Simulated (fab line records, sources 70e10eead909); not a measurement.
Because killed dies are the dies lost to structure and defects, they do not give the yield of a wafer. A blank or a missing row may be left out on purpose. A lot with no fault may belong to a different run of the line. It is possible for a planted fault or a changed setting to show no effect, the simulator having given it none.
Matching of chambers | flow nand-harc | pecvd-01 running NHARC_P_M0_DEP_32: 3 sister chambers
The step deposits SiCN, target thk 30 nm. 6 wafers are shown with their chamber, then 9 later ones without.

## WAFERS WITH THEIR CHAMBER
wafer  | chamber | heater-power-w (W)
L514.1 | 1       | 634
L514.4 | 1       | 650
L519.1 | 0       | 491
L520.1 | 0       | 448
L520.3 | 2       | 705
L520.5 | 2       | 699

## WAFERS WITH NO CHAMBER GIVEN
wafer  | heater-power-w (W)
L523.4 | 462
L523.5 | 655
L523.6 | 610
L524.4 | 486
L524.5 | 693
L524.6 | 649
L529.1 | 480
L529.3 | 608
L529.4 | 657

## CHAMBER TAKEN BY EACH
wafer  | from the rows above     | in truth
L523.4 | 0                       | 0
L523.5 | can't be placed: 1 or 2 | 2
L523.6 | 1                       | 1
L524.4 | 0                       | 0
L524.5 | 2                       | 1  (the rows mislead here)
L524.6 | 1                       | 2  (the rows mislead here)
L529.1 | 0                       | 0
L529.3 | 1                       | 1
L529.4 | can't be placed: 1 or 2 | 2
Correctly placed: 5 of 9. From these rows, 2 cannot be placed; in 2 the true chamber is one of the candidates. Wrongly placed: 2.
How it was worked out, from the rows above alone: a wafer's distance from a chamber is the root of the sum, over the readings, of the square of ((its reading less the chamber's mean) divided by the reading's scatter). The wafer belongs to the nearest chamber; if the next one is less than 2 further off, it can't be placed. A chamber's mean is the mean of its shown wafers. How the scatter is found: for the shown wafers, subtract from each reading the mean of its chamber, square and add these, divide the total by (wafers less chambers), then take the root.
